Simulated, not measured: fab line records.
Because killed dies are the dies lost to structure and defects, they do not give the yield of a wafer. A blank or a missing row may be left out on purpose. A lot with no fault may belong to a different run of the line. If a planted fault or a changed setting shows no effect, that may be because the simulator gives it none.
fab line records | flow nand-harc
record: lots: 5 | wafers: 15 | last-day: 34
route steps=1302 shown A_M0@1147 A_M1@1169 END@1302
lots with no fault: from the same line, run without faults
start-h: hours from the record's first day to the start of the lot's first wafer shown | wait-h: hours from the lot's prior step to this one | " identical to the entry in the row above | L1.1+2: a single row standing in for several wafers | - no value, or no start was given | * or withheld: withheld | < > ~ a bound
route shown NAME@n: NAME is a module with steps in the file, n the number in the route of the first one | usual: average and standard deviation across the fault-free wafers | same: alike in all rows | chamber/n: place in a boat | sites: the reading at each site | _std_site: standard deviation of those values | _edge_site: the outer-site mean with the inner-site mean subtracted | radius-mm: how far each site lies from the wafer's centre | mask NAME#n: copy n | behind: tool/chamber where the wafer was last shaped | hold: what put the lot on hold/how long, in hours/how the hold closed | device: names the non-switching transistor (n, p or np) | end of line: tests of these same wafers at the route's end | a step without rows: its recipe alone | killed: at the first sort, the dies lost to defects and structure; wafer yield is something else | map: shows each die of a wafer: x if killed, . if not, _ if none is there
set.NAME: the setting the step ran with; set.NAME@STEP: the setting that earlier step ran with | model.NAME: the simulator's own value behind a step, which no gauge read
lots at some steps of the route; a table a step, a row a wafer
services: from which hour (start-h, from the record's first day; less than 0 if before it) a tool's chamber was out of use, for how many hours, and why
== steps ==
step: NHARC_A_M0_CD_MEAS_09
recipe: target-cd-nm: 80 | landing-energy-ev: 500
usual: cd-nm: 80.0/0.67
lot.wafer | tool      | chamber | start-h | wait-h | cd-nm
L704.3    | cd-sem-01 | 0       | 615.84  | -      | 79.6
L704.5    | "         | 0       | "       | "      | 80.1
L704.6    | "         | 0       | "       | "      | 80.5
L706.2    | cd-sem-01 | 0       | 616.45  | -      | 80.4
L706.5    | "         | 0       | "       | "      | 80.3
L706.6    | "         | 0       | "       | "      | 80.6
L711.2    | cd-sem-03 | 0       | 652.71  | -      | 80.7
L711.3    | "         | 0       | "       | "      | 80.3
L711.5    | "         | 0       | "       | "      | 80.4
L713.2    | cd-sem-03 | 0       | 686.62  | -      | 80.2
L713.4    | "         | 0       | "       | "      | 79.3
L713.5    | "         | 0       | "       | "      | 79.4
L719.2    | cd-sem-01 | 0       | 748.59  | -      | 79.3
L719.4    | "         | 0       | "       | "      | 79.5
L719.5    | "         | 0       | "       | "      | 79.4
step: NHARC_A_M0_OVL_MEAS_10
recipe: pitch-nm: 160
usual: overlay-x-nm: -0.1/0.76 | overlay-y-nm: 0.1/0.74
lot.wafer | tool       | chamber | start-h | wait-h | overlay-x-nm | overlay-y-nm
L704.3    | overlay-02 | -       | 615.92  | -      | -0.4         | -0.3
L704.5    | "          | -       | "       | "      | -0.2         | -0.1
L704.6    | "          | -       | "       | "      | 0.4          | -0.9
L706.2    | overlay-01 | -       | 616.53  | -      | -0.1         | 1.4
L706.5    | "          | -       | "       | "      | -0.5         | 1.6
L706.6    | "          | -       | "       | "      | 0.3          | 0.9
L711.2    | overlay-02 | -       | 652.80  | -      | 0.3          | -0.8
L711.3    | "          | -       | "       | "      | 0.5          | -0.7
L711.5    | "          | -       | "       | "      | 0.9          | -0.9
L713.2    | overlay-02 | -       | 686.70  | -      | -0.2         | 0.6
L713.4    | "          | -       | "       | "      | 0.1          | 1.4
L713.5    | "          | -       | "       | "      | -0.1         | 1.1
L719.2    | overlay-01 | -       | 762.00  | -      | -1.2         | 0.3
L719.4    | "          | -       | "       | "      | -0.4         | 0.3
L719.5    | "          | -       | "       | "      | -1.1         | 0.4
step: NHARC_A_M0_INSPECT_11
usual: raw-defect-count: 94/33
lot.wafer | tool              | chamber | start-h | wait-h | raw-defect-count
L704.3    | defect-inspect-01 | -       | 615.96  | 0.0    | 83
L704.5    | "                 | -       | "       | "      | 85
L704.6    | "                 | -       | "       | "      | 82
L706.2    | defect-inspect-01 | -       | 616.57  | 0.0    | 135
L706.5    | "                 | -       | "       | "      | 135
L706.6    | "                 | -       | "       | "      | 136
L711.2    | defect-inspect-02 | -       | 652.84  | 0.0    | 84
L711.3    | "                 | -       | "       | "      | 89
L711.5    | "                 | -       | "       | "      | 82
L713.2    | defect-inspect-02 | -       | 686.74  | 0.0    | 134
L713.4    | "                 | -       | "       | "      | 138
L713.5    | "                 | -       | "       | "      | 141
L719.2    | defect-inspect-02 | -       | 762.04  | 0.0    | 129
L719.4    | "                 | -       | "       | "      | 130
L719.5    | "                 | -       | "       | "      | 103
step: NHARC_A_M0_DESCUM_14
recipe: time-s: 3 | o2-flow-sccm: 200 | ar-flow-sccm: 0 | bias-power-w: 0 | chemistry: O2
step: NHARC_A_M0_ETCH_34
recipe: target-depth-a: 400 | overetch-a: 120 | time-s: 43.94 | ion-energy-ev: 200 | n2-flow-sccm: 150 | h2-flow-sccm: 150 | ar-flow-sccm: 0 | rf-w: 400 | bias-w: 150 | chemistry: N2/H2
step: NHARC_A_M0_ETCH_15
recipe: target-depth-a: 1500 | overetch-a: 150 | time-s: 82.5 | c4f8-flow-sccm: withheld | ar-flow-sccm: 400 | rf-w: 600 | bias-w: 300 | chemistry: C4F8/Ar
step: NHARC_A_M0_CD_MEAS_16
usual: cd-nm: 80.1/0.86
lot.wafer | tool      | chamber | start-h | wait-h | cd-nm
L704.3    | cd-sem-02 | -       | 616.32  | -      | 79.7
L704.5    | "         | -       | "       | "      | 81.6
L704.6    | "         | -       | "       | "      | 79.7
L706.2    | cd-sem-03 | -       | 616.93  | -      | 79.9
L706.5    | "         | -       | "       | "      | 81.0
L706.6    | "         | -       | "       | "      | 80.3
L711.2    | cd-sem-01 | -       | 653.20  | -      | 80.7
L711.3    | "         | -       | "       | "      | 79.6
L711.5    | "         | -       | "       | "      | 79.0
L713.2    | cd-sem-01 | -       | 687.10  | -      | 79.9
L713.4    | "         | -       | "       | "      | 79.8
L713.5    | "         | -       | "       | "      | 78.4
L719.2    | cd-sem-01 | -       | 762.44  | -      | 80.2
L719.4    | "         | -       | "       | "      | 80.0
L719.5    | "         | -       | "       | "      | 79.5
step: NHARC_A_M0_STRIP_18
recipe: power-w: 1000 | n2-flow-sccm: 150 | h2-flow-sccm: 150 | ar-flow-sccm: 0 | bias-w: 0 | chemistry: N2/H2
step: NHARC_A_M0_STRIP_19
recipe: time-s: 600 | temp-c: 30 | chemistry: post-etch-residue-remover
step: NHARC_A_M0_DEGAS_28
recipe: temp-c: 250 | time-s: 60
usual: heater-power-w: 337/33
lot.wafer | tool           | chamber | start-h | wait-h | heater-power-w
L704.3    | pvd-sputter-01 | -       | 616.96  | -      | 279
L704.6    | "              | -       | "       | "      | 331
L704.5    | "              | -       | "       | "      | 365
L706.2    | pvd-sputter-03 | -       | 617.54  | -      | 317
L706.5    | "              | -       | "       | "      | 318
L706.6    | "              | -       | "       | "      | 327
L711.2    | pvd-sputter-01 | -       | 653.82  | -      | 374
L711.3    | "              | -       | "       | "      | 299
L711.5    | "              | -       | "       | "      | 300
L713.2    | pvd-sputter-03 | -       | 687.73  | -      | 321
L713.4    | "              | -       | "       | "      | 355
L713.5    | "              | -       | "       | "      | 400
L719.2    | pvd-sputter-02 | -       | 763.07  | -      | 375
L719.4    | "              | -       | "       | "      | 334
L719.5    | "              | -       | "       | "      | 361
step: NHARC_A_M0_PRE_CLEAN_29
recipe: time-s: 30 | temp-c: 280 | gas: H2/He
step: NHARC_A_M0_PVD_20
recipe: target-thk-a: 50 | bias-v: 168.6 | power-w: 15000 | chamber-pressure-pa: 0.12 | time-s: 8.06 | substrate-temp-c: 50 | material: TaN
step: NHARC_A_M0_PVD_21
recipe: target-thk-a: 300 | chamber-pressure-pa: 5 | power-w: 5000 | substrate-temp-c: 30 | time-s: 20.49 | material: Cu
usual: throttle-valve-pct: 29.3/1
lot.wafer | tool           | chamber | start-h | wait-h | throttle-valve-pct
L704.3    | pvd-sputter-01 | -       | 617.17  | -      | 31.0
L704.6    | "              | -       | "       | "      | 29.8
L704.5    | "              | -       | "       | "      | 31.0
L706.2    | pvd-sputter-03 | -       | 617.76  | -      | 29.1
L706.5    | "              | -       | "       | "      | 28.9
L706.6    | "              | -       | "       | "      | 28.4
L711.2    | pvd-sputter-01 | -       | 654.05  | -      | 30.9
L711.3    | "              | -       | "       | "      | 29.5
L711.5    | "              | -       | "       | "      | 30.9
L713.4    | pvd-sputter-03 | -       | 688.01  | -      | 29.0
L713.2    | "              | -       | "       | "      | 28.8
L713.5    | "              | -       | "       | "      | 27.9
L719.2    | pvd-sputter-02 | -       | 763.30  | -      | 28.0
L719.4    | "              | -       | "       | "      | 29.3
L719.5    | "              | -       | "       | "      | 28.1
step: NHARC_A_M0_ECD_22
recipe: target-thk-a: 4000 | bath-temp-c: 25 | material: Cu
step: NHARC_A_M0_ANNEAL_30
recipe: temp-c: 225 | time-s: 90
usual: wafer_temp_C_max: 226.04/0.24
lot.wafer | tool          | chamber | start-h | wait-h | wafer_temp_C_max
L704.3    | rtp-anneal-02 | 0       | 617.86  | -      | 226.28
L704.5    | "             | 0       | "       | "      | 226.03
L704.6    | "             | 0       | "       | "      | 226.16
L706.2    | rtp-anneal-01 | 0       | 618.33  | 0.3    | 226.01
L706.5    | "             | 0       | "       | "      | 226.26
L706.6    | "             | 0       | "       | "      | 226.16
L711.2    | rtp-anneal-02 | 0       | 654.61  | 0.4    | 225.45
L711.3    | "             | 0       | "       | "      | 226.29
L711.5    | "             | 0       | "       | "      | 226.07
L713.2    | rtp-anneal-02 | 0       | 688.57  | -      | 226.02
L713.4    | "             | 0       | "       | "      | 225.71
L713.5    | "             | 0       | "       | "      | 226.18
L719.2    | rtp-anneal-02 | 0       | 763.85  | -      | 226.07
L719.4    | "             | 0       | "       | "      | 226.04
L719.5    | "             | 0       | "       | "      | 226.24
step: NHARC_A_M0_CMP_23
recipe: t-overpolish-s: 20 | target-thk-nm: 113.75
step: NHARC_A_M0_SRD_25
step: NHARC_A_M0_INSPECT_27
usual: raw-defect-count: 575/170
lot.wafer | tool              | chamber | start-h | wait-h | raw-defect-count
L704.3    | defect-inspect-01 | -       | 618.58  | 0.0    | 518
L704.5    | "                 | -       | "       | "      | 403
L704.6    | "                 | -       | "       | "      | 442
L706.2    | defect-inspect-01 | -       | 619.10  | 0.0    | 625
L706.5    | "                 | -       | "       | "      | 525
L706.6    | "                 | -       | "       | "      | 595
L711.2    | defect-inspect-02 | -       | 655.37  | 0.0    | 567
L711.3    | "                 | -       | "       | "      | 610
L711.5    | "                 | -       | "       | "      | 485
L713.2    | defect-inspect-01 | -       | 689.34  | 0.0    | 560
L713.4    | "                 | -       | "       | "      | 488
L713.5    | "                 | -       | "       | "      | 476
L719.2    | defect-inspect-01 | -       | 764.61  | 0.0    | 614
L719.4    | "                 | -       | "       | "      | 740
L719.5    | "                 | -       | "       | "      | 589
step: NHARC_A_M0_PRE_CLEAN_31
recipe: time-s: 12 | temp-c: 370 | rf-power-w: 300 | gas: NH3
usual: heater-power-w: 634/86
lot.wafer | tool     | chamber | start-h | wait-h | heater-power-w
L704.3    | pecvd-02 | 1       | 618.71  | 0.1    | 607
L704.6    | "        | 2       | "       | "      | 613
L704.5    | "        | 1       | "       | "      | 628
L706.2    | pecvd-02 | 2       | 619.20  | 0.1    | 607
L706.6    | "        | 0       | "       | "      | 585
L706.5    | "        | 2       | "       | "      | 608
L711.3    | pecvd-01 | 0       | 655.45  | 0.1    | 660
L711.2    | "        | 1       | "       | "      | 736
L711.5    | "        | 1       | "       | "      | 764
L713.2    | pecvd-01 | 2       | 689.44  | 0.1    | 555
L713.5    | "        | 1       | "       | "      | 692
L713.4    | "        | 2       | "       | "      | 562
L719.2    | pecvd-02 | 1       | 764.71  | 0.1    | 622
L719.5    | "        | 0       | "       | "      | 542
L719.4    | "        | 1       | "       | "      | 611
step: NHARC_A_M0_DEP_32
recipe: target-thk-a: 300 | temp-c: 370 | target-thk-nm: 30 | pressure-torr: 3 | flow-sccm: 200 | rf-w: 450 | material: SiCN
usual: heater-power-w: 563/91
lot.wafer | tool     | chamber | start-h | wait-h | heater-power-w
L704.3    | pecvd-02 | 1       | 618.96  | 0.2    | 604
L704.6    | "        | 2       | "       | "      | 510
L704.5    | "        | 1       | "       | "      | 605
L706.2    | pecvd-02 | 2       | 619.33  | 0.1    | 538
L706.6    | "        | 0       | "       | "      | 448
L706.5    | "        | 2       | "       | "      | 547
L711.3    | pecvd-01 | 0       | 655.56  | 0.1    | 562
L711.2    | "        | 1       | "       | "      | 638
L711.5    | "        | 1       | "       | "      | 645
L713.2    | pecvd-01 | 2       | 689.58  | 0.1    | 451
L713.5    | "        | 1       | "       | "      | 622
L713.4    | "        | 2       | "       | "      | 453
L719.2    | pecvd-02 | 1       | 764.84  | 0.1    | 580
L719.5    | "        | 0       | "       | "      | 522
L719.4    | "        | 1       | "       | "      | 589
step: NHARC_A_M1_DEP_00
recipe: target-thk-a: 1825 | target-thk-nm: 182.5 | temp-c: withheld | pressure-torr: 5 | flow-sccm: 200 | rf-w: 600 | material: SiOC
step: NHARC_A_M1_DEHYDRATE_01
recipe: temp-c: 150 | time-s: 120
step: NHARC_A_M1_HMDS_02
recipe: time-s: 30
step: NHARC_A_M1_COAT_34
recipe: temp-c: 200 | time-s: 65
step: NHARC_A_M1_COAT_03
recipe: spin-rpm: 1500 | resist-thk-nm: 90
step: NHARC_A_M1_SOFTBAKE_04
recipe: temp-c: 105 | time-s: 55
step: NHARC_A_M1_EBR_05
step: NHARC_A_M1_EXPOSE_06
recipe: na: 1.35 | target-cd-nm: 120 | dose-mj: 75.13 | mask-id: A_M1
step: NHARC_A_M1_PEB_07
recipe: peb-temp-c: 100 | peb-time-s: 65
step: NHARC_A_M1_DEVELOP_08
recipe: develop-time-s: 35 | dev-temp-c: 23
step: NHARC_A_M1_CD_MEAS_09
recipe: target-cd-nm: 120 | landing-energy-ev: 500
usual: cd-nm: 119.9/0.68
lot.wafer | tool      | chamber | start-h | wait-h | cd-nm
L704.3    | cd-sem-03 | 0       | 620.00  | -      | 120.6
L704.5    | "         | 0       | "       | "      | 120.8
L704.6    | "         | 0       | "       | "      | 119.8
L706.2    | cd-sem-03 | 0       | 620.50  | -      | 120.0
L706.5    | "         | 0       | "       | "      | 119.8
L706.6    | "         | 0       | "       | "      | 118.8
L711.2    | cd-sem-02 | 0       | 656.77  | -      | 119.6
L711.3    | "         | 0       | "       | "      | 119.2
L711.5    | "         | 0       | "       | "      | 119.8
L713.2    | cd-sem-01 | 0       | 690.77  | -      | 119.7
L713.4    | "         | 0       | "       | "      | 120.6
L719.2    | cd-sem-02 | 0       | 765.89  | -      | 119.5
L719.4    | "         | 0       | "       | "      | 119.8
L719.5    | "         | 0       | "       | "      | 120.5
step: NHARC_A_M1_OVL_MEAS_10
recipe: pitch-nm: 240
usual: overlay-x-nm: 0.3/0.81 | overlay-y-nm: -0.1/0.75
lot.wafer | tool       | chamber | start-h | wait-h | overlay-x-nm | overlay-y-nm
L704.3    | overlay-01 | -       | 620.09  | -      | 0.0          | -0.1
L704.5    | "          | -       | "       | "      | 0.1          | -0.6
L704.6    | "          | -       | "       | "      | -0.2         | 0.3
L706.2    | overlay-01 | -       | 620.59  | -      | 1.3          | 0.4
L706.5    | "          | -       | "       | "      | 1.9          | 0.5
L706.6    | "          | -       | "       | "      | 2.0          | 0.0
L711.2    | overlay-02 | -       | 656.85  | -      | 1.2          | 0.1
L711.3    | "          | -       | "       | "      | 1.0          | 0.6
L711.5    | "          | -       | "       | "      | 0.5          | 0.8
L713.2    | overlay-02 | -       | 690.85  | -      | 0.7          | 0.0
L713.4    | "          | -       | "       | "      | 1.0          | 0.3
L719.2    | overlay-01 | -       | 765.97  | -      | 0.6          | -0.5
L719.4    | "          | -       | "       | "      | 1.3          | -0.5
L719.5    | "          | -       | "       | "      | 0.7          | 0.1
step: NHARC_A_M1_INSPECT_11
usual: raw-defect-count: 95/34
lot.wafer | tool              | chamber | start-h | wait-h | raw-defect-count
L704.3    | defect-inspect-01 | -       | 620.13  | 0.0    | 84
L704.5    | "                 | -       | "       | "      | 80
L704.6    | "                 | -       | "       | "      | 79
L706.2    | defect-inspect-01 | -       | 620.62  | 0.0    | 138
L706.5    | "                 | -       | "       | "      | 136
L706.6    | "                 | -       | "       | "      | 131
L711.2    | defect-inspect-01 | -       | 656.89  | 0.0    | 86
L711.3    | "                 | -       | "       | "      | 85
L711.5    | "                 | -       | "       | "      | 82
L713.2    | defect-inspect-01 | -       | 690.89  | 0.0    | 137
L713.4    | "                 | -       | "       | "      | 144
L719.2    | defect-inspect-02 | -       | 766.01  | 0.0    | 130
L719.4    | "                 | -       | "       | "      | 128
L719.5    | "                 | -       | "       | "      | 111
step: NHARC_A_M1_DESCUM_14
recipe: time-s: 3 | o2-flow-sccm: 200 | ar-flow-sccm: 0 | bias-power-w: 0 | chemistry: O2
usual: chamber-pressure-mTorr: 60.00/0.057 | drypump-motor-current-A: 5.5/0.44 | oes-product-au: 1.003/0.011 | rf-vpp-V: 57.9/0.92 | showerhead-plenum-p-Torr: 1.95/0.089 | throttle-valve-pct: 11.310/0.009
lot.wafer | tool        | chamber | start-h | wait-h | chamber-pressure-mTorr | drypump-motor-current-A | oes-product-au | rf-hours-counter-h | rf-vpp-V | showerhead-plenum-p-Torr | throttle-valve-pct
L704.3    | rie-diel-02 | 3       | 620.19  | 0.1    | 59.96                  | 5.8                     | 0.997          | 0.8                | 58.7     | 1.89                     | 11.311
L704.5    | "           | 3       | "       | "      | 60.04                  | 5.8                     | 0.998          | -                  | 57.8     | 1.89                     | 11.322
L704.6    | "           | 0       | "       | "      | 60.02                  | 5.5                     | 1.009          | -                  | 58.2     | 1.94                     | 11.322
L706.2    | rie-diel-02 | 1       | 620.69  | 0.1    | 60.01                  | 5.3                     | 0.992          | 0.7                | 56.9     | 2.05                     | 11.309
L706.6    | "           | 1       | "       | "      | 60.03                  | 5.3                     | 0.989          | -                  | 58.2     | 2.05                     | 11.307
L706.5    | "           | 2       | "       | "      | 59.84                  | 5.6                     | 0.979          | -                  | 57.8     | 2.00                     | 11.310
L711.2    | rie-diel-02 | 1       | 656.95  | 0.1    | 59.98                  | 5.3                     | 0.991          | 1.4                | 57.8     | 2.05                     | 11.313
L711.3    | "           | 2       | "       | "      | 60.03                  | 5.6                     | 0.984          | 1.7                | 57.2     | 2.00                     | 11.303
L711.5    | "           | 2       | "       | "      | 59.90                  | 5.6                     | 0.998          | -                  | 56.8     | 2.00                     | 11.318
L713.2    | rie-diel-13 | 2       | 690.95  | 0.1    | 60.06                  | 5.0                     | 1.010          | 7.1                | 58.3     | 2.03                     | 11.308
L713.4    | "           | 1       | "       | "      | 60.02                  | 4.9                     | 1.028          | 9.0                | 58.6     | 1.94                     | 11.318
L719.2    | rie-diel-13 | 3       | 766.08  | 0.1    | 59.97                  | 5.7                     | 1.008          | 3.1                | 57.9     | 1.77                     | 11.300
L719.4    | "           | 0       | "       | "      | 59.91                  | 6.3                     | 0.993          | 3.5                | 57.8     | 2.01                     | 11.300
L719.5    | "           | 2       | "       | "      | 60.01                  | 5.0                     | 0.997          | -                  | 59.6     | 2.03                     | 11.304
step: NHARC_A_M1_ETCH_35
recipe: target-depth-a: 400 | overetch-a: 120 | time-s: 43.94 | ion-energy-ev: 200 | n2-flow-sccm: 150 | h2-flow-sccm: 150 | ar-flow-sccm: 0 | rf-w: 400 | bias-w: 150 | chemistry: N2/H2
step: NHARC_A_M1_ETCH_15
recipe: target-depth-a: 1825 | time-s: 91.2 | c4f8-flow-sccm: withheld | ar-flow-sccm: 400 | rf-w: 600 | bias-w: 300 | chemistry: C4F8/Ar
step: NHARC_A_M1_CD_MEAS_16
usual: cd-nm: 120.0/0.81
lot.wafer | tool      | chamber | start-h | wait-h | cd-nm
L704.3    | cd-sem-02 | -       | 620.50  | -      | 121.0
L704.5    | "         | -       | "       | "      | 120.8
L704.6    | "         | -       | "       | "      | 119.2
L706.2    | cd-sem-01 | -       | 620.99  | -      | 120.3
L706.5    | "         | -       | "       | "      | 119.8
L706.6    | "         | -       | "       | "      | 119.8
L711.2    | cd-sem-03 | -       | 657.26  | -      | 119.5
L711.3    | "         | -       | "       | "      | 119.2
L711.5    | "         | -       | "       | "      | 120.3
L713.2    | cd-sem-02 | -       | 691.26  | -      | 120.5
L713.4    | "         | -       | "       | "      | 120.0
L719.2    | cd-sem-02 | -       | 766.38  | -      | 119.8
L719.4    | "         | -       | "       | "      | 120.6
L719.5    | "         | -       | "       | "      | 120.0
step: NHARC_A_M1_STRIP_18
recipe: power-w: 1000 | n2-flow-sccm: 150 | h2-flow-sccm: 150 | ar-flow-sccm: 0 | bias-w: 0 | chemistry: N2/H2
step: NHARC_A_M1_ETCH_28
recipe: target-depth-a: 300 | over-etch-frac: 0.3 | time-s: 72.99 | ion-energy-ev: 150 | cf4-flow-sccm: 50 | n2-flow-sccm: 100 | ar-flow-sccm: 150 | rf-w: 300 | bias-w: 100 | chemistry: CF4/N2
step: NHARC_A_M1_STRIP_19
recipe: time-s: 600 | temp-c: 30 | chemistry: post-etch-residue-remover
step: NHARC_END_SORT_01
recipe: temp-c: 25
usual: defect-limited-yield: 93.3/1.5 | killed-at-array: 41/10 | killed-at-other: 0.8/0.91 | killed-at-periphery: 4.2/2.9 | killed-dies: 46/10 | killed-open: 3.5/2.1 | killed-short: 2.5/1.6 | sort_bin_2_pct: 2.4/0.71 | sort_bin_3_pct: 0.6/0.33 | sort_bin_4_pct: 3.8/0.93 | sort-n-pass: 631/10 | sort-rim-yield-pct: 86/4.5 | sort-yield-pct: 93.3/1.5
same: gross-dies: 677 | sort_bin_5_pct[%]: 0 | sort_bin_6_pct[%]: 0 | sort_bin_7_pct[%]: 0 | sort_bin_8_pct[%]: 0 | sort-rim-n-gross: 106.00
lot.wafer | tool      | chamber | start-h | wait-h | defect-limited-yield[%] | killed-at-array | killed-at-other | killed-at-periphery | killed-dies | killed-open | killed-short | sort_bin_2_pct[%] | sort_bin_3_pct[%] | sort_bin_4_pct[%] | sort-n-pass | sort-rim-yield-pct[%] | sort-yield-pct[%]
L706.2    | prober-02 | 0       | 657.64  | 2.8    | 92.2                    | 49              | 1               | 3                   | 53          | 2           | 1            | 4.0               | 1.2               | 2.7               | 624         | 83                    | 92.2
L706.5    | prober-02 | 0       | 660.02  | 3.7    | 90.5                    | 52              | 3               | 9                   | 64          | 6           | 2            | 3.5               | 0.1               | 5.8               | 613         | 74                    | 90.5
L706.6    | prober-02 | 0       | 660.82  | 4.0    | 89.2                    | 67              | 1               | 5                   | 73          | 4           | 4            | 3.7               | 0.3               | 6.8               | 604         | 79                    | 89.2
L713.5    | prober-02 | 0       | 731.67  | 3.8    | 0                       | 673             | 1               | 3                   | 677         | 4           | 4            | 95.0              | 1.0               | 4.0               | 0           | 0                     | 0
L719.2    | prober-02 | 0       | 803.88  | 2.8    | 92.3                    | 42              | 0               | 10                  | 52          | 2           | 1            | 3.2               | 0.4               | 4.0               | 625         | 88                    | 92.3
L719.4    | prober-02 | 0       | 805.48  | 3.4    | 91.7                    | 48              | 0               | 8                   | 56          | 4           | 4            | 2.2               | 1.2               | 4.9               | 621         | 90                    | 91.7
L719.5    | prober-02 | 0       | 806.28  | 3.7    | 90.8                    | 56              | 1               | 5                   | 62          | 4           | 6            | 2.8               | 0.4               | 5.9               | 615         | 82                    | 90.8
killed by level:class
L706.2 A_CHANNEL_HOLE_D1:chamber-film-flake=20 A_SLIT:chamber-film-flake=11 A_CHANNEL_HOLE_D2:chamber-film-flake=8 A_CONTACT:chamber-film-flake=7 P_STI:chamber-film-flake=2 A_ONON_D2:geometric-particle:short=1 A_WL_FILL:geometric-particle:open=1 A_M0:geometric-particle:open=1
L706.5 A_SLIT:chamber-film-flake=15 A_CHANNEL_HOLE_D1:chamber-film-flake=13 A_CHANNEL_HOLE_D2:chamber-film-flake=10 A_CONTACT:chamber-film-flake=5 P_M0:geometric-particle:open=4 A_CHANNEL_FILL_D1:chamber-film-flake=3 THIN_TSV:chamber-film-flake=3 P_STI:chamber-film-flake=2
L706.6 A_CHANNEL_HOLE_D1:chamber-film-flake=22 A_SLIT:chamber-film-flake=19 A_CHANNEL_HOLE_D2:chamber-film-flake=7 A_CHANNEL_FILL_D1:chamber-film-flake=5 A_CONTACT:chamber-film-flake=5 P_STI:chamber-film-flake=3 A_M1:geometric-particle:open=2 P_M0:geometric-particle:short=1
L713.5 A_M0:area-pvd=624 A_CHANNEL_HOLE_D1:chamber-film-flake=16 A_SLIT:chamber-film-flake=15 A_CHANNEL_HOLE_D2:chamber-film-flake=3 A_CHANNEL_FILL_D1:geometric-particle:short=2 P_GATE:chamber-film-flake=2 A_CONTACT:chamber-film-flake=2 A_BONDPAD:chamber-film-flake=2
L719.2 A_SLIT:chamber-film-flake=15 A_CONTACT:chamber-film-flake=12 P_BONDPAD:chamber-film-flake=6 A_CHANNEL_HOLE_D2:chamber-film-flake=5 A_SGD_CUT:chamber-film-flake=3 P_STI:chamber-film-flake=2 A_CHANNEL_FILL_D2:chamber-film-flake=2 A_CHANNEL_HOLE_D2:geometric-particle:short=1
L719.4 A_CONTACT:chamber-film-flake=13 A_SLIT:chamber-film-flake=12 A_CHANNEL_HOLE_D2:chamber-film-flake=8 A_CHANNEL_FILL_D2:chamber-film-flake=4 P_STI:chamber-film-flake=3 A_CHANNEL_FILL_D2:geometric-particle:short=2 P_GATE:chamber-film-flake=2 P_CONTACT:chamber-film-flake=2
L719.5 A_CHANNEL_HOLE_D2:chamber-film-flake=17 A_SLIT:chamber-film-flake=16 A_CONTACT:chamber-film-flake=9 A_M0:geometric-particle:short=2 P_BONDPAD:chamber-film-flake=2 A_SGD_CUT:chamber-film-flake=2 A_M1:chamber-film-flake=2 P_STI:geometric-particle:open=1
map L713.5 (x killed, . not)
____________x____________
_________xxxxxxx_________
_______xxxxxxxxxxx_______
______xxxxxxxxxxxxx______
_____xxxxxxxxxxxxxxx_____
____xxxxxxxxxxxxxxxxx____
____xxxxxxxxxxxxxxxxx____
___xxxxxxxxxxxxxxxxxxx___
___xxxxxxxxxxxxxxxxxxx___
__xxxxxxxxxxxxxxxxxxxxx__
__xxxxxxxxxxxxxxxxxxxxx__
_xxxxxxxxxxxxxxxxxxxxxxx_
_xxxxxxxxxxxxxxxxxxxxxxx_
_xxxxxxxxxxxxxxxxxxxxxxx_
_xxxxxxxxxxxxxxxxxxxxxxx_
_xxxxxxxxxxxxxxxxxxxxxxx_
xxxxxxxxxxxxxxxxxxxxxxxxx
xxxxxxxxxxxxxxxxxxxxxxxxx
xxxxxxxxxxxxxxxxxxxxxxxxx
xxxxxxxxxxxxxxxxxxxxxxxxx
xxxxxxxxxxxxxxxxxxxxxxxxx
_xxxxxxxxxxxxxxxxxxxxxxx_
_xxxxxxxxxxxxxxxxxxxxxxx_
_xxxxxxxxxxxxxxxxxxxxxxx_
_xxxxxxxxxxxxxxxxxxxxxxx_
_xxxxxxxxxxxxxxxxxxxxxxx_
__xxxxxxxxxxxxxxxxxxxxx__
__xxxxxxxxxxxxxxxxxxxxx__
___xxxxxxxxxxxxxxxxxxx___
___xxxxxxxxxxxxxxxxxxx___
____xxxxxxxxxxxxxxxxx____
____xxxxxxxxxxxxxxxxx____
_____xxxxxxxxxxxxxxx_____
______xxxxxxxxxxxxx______
_______xxxxxxxxxxx_______
_________xxxxxxx_________
____________x____________
map L706.6 (x killed, . not)
____________x____________
_________.xxxxxx_________
_______...xx.x..x._______
______....xxxxxx...______
_____.....x.x......._____
____.................____
____.................____
___...........x.......___
___...................___
__.....................__
__.....................__
_......................._
_..x...................._
_..............xx......._
_......................._
_...............x......._
............x......x.....
....xx..x..............x.
.....................x..x
.......................xx
x.x..................xxxx
_.......x.............xx_
_xx.x................xx._
_..x................xxx._
_x.x.........x......xxxx_
_x....................xx_
__.....x........x.....x__
__x.............x.....x__
___..............x....___
___....x..............___
____.................____
____..x...x..........____
_____..........x...._____
______.............______
_______..........._______
_________......._________
____________.____________
== services ==
tool           | chamber | start-h | hours | kind
pecvd-02       | 0       | 596.17  | 22.6  | repair
pecvd-02       | 1       | 602.30  | -     | clean
pecvd-02       | 2       | 602.30  | -     | clean
rie-diel-02    | 1       | 611.72  | 5.9   | repair
pvd-sputter-03 | -       | 613.25  | 3.9   | repair
pvd-sputter-01 | -       | 613.37  | 1.2   | repair
rie-diel-13    | 0       | 613.44  | 7.1   | repair
pvd-sputter-02 | -       | 638.04  | 10.0  | pm
pvd-sputter-03 | -       | 646.89  | 3.6   | repair
pecvd-01       | -       | 673.22  | 13.0  | pm
pecvd-01       | 0       | 673.22  | 13.0  | vent-cycle
pecvd-01       | 1       | 673.22  | 13.0  | vent-cycle
pecvd-01       | 2       | 673.22  | 13.0  | vent-cycle
rie-diel-13    | -       | 674.40  | 0.7   | repair
pvd-sputter-03 | -       | 676.24  | 2.2   | repair
rie-diel-13    | 3       | 691.61  | 19.8  | repair
rie-diel-13    | -       | 696.00  | 9.0   | pm
pvd-sputter-03 | -       | 704.06  | 10.0  | pm
pecvd-02       | -       | 711.32  | 10.2  | repair
rie-diel-13    | 1       | 728.93  | 5.4   | repair
pvd-sputter-01 | -       | 736.70  | 0.9   | repair
rtp-anneal-02  | -       | 744.04  | 12.0  | pm
rie-diel-02    | -       | 747.71  | 9.0   | pm
pvd-sputter-01 | -       | 760.05  | 10.0  | pm
== key ==
first-sign: step: NHARC_END_SORT_01 | reading: sort_bin_2_pct | direction: up | sigmas: 99+ | usual: 2.4 | struck: 95.0
effect: step: NHARC_END_SORT_01 | reading: defect-limited-yield | direction: down | sigmas: 63 | usual: 93.3 | struck: 0
more-kills-born-at: NHARC_A_M0_PVD_21@pvd-sputter-03: 624
met-at NHARC_A_M0_PVD_21
struck-wafers L713.5
later-rows-left-out L713.5
fault: kind: process-parameter-drift | tool: pvd-sputter-03 | chamber: - | onset-h: 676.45 | steps: NHARC_A_M0_PVD_21 | channel: target-thk-a | offset: * | shape: step | end-h: 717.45 | acts-in: * | stated: * | scope: struck-wafers-only
later-rows-left-out: the simulator's readings of these wafers behind a module that went badly wrong aren't trusted and aren't shown, but for the sort
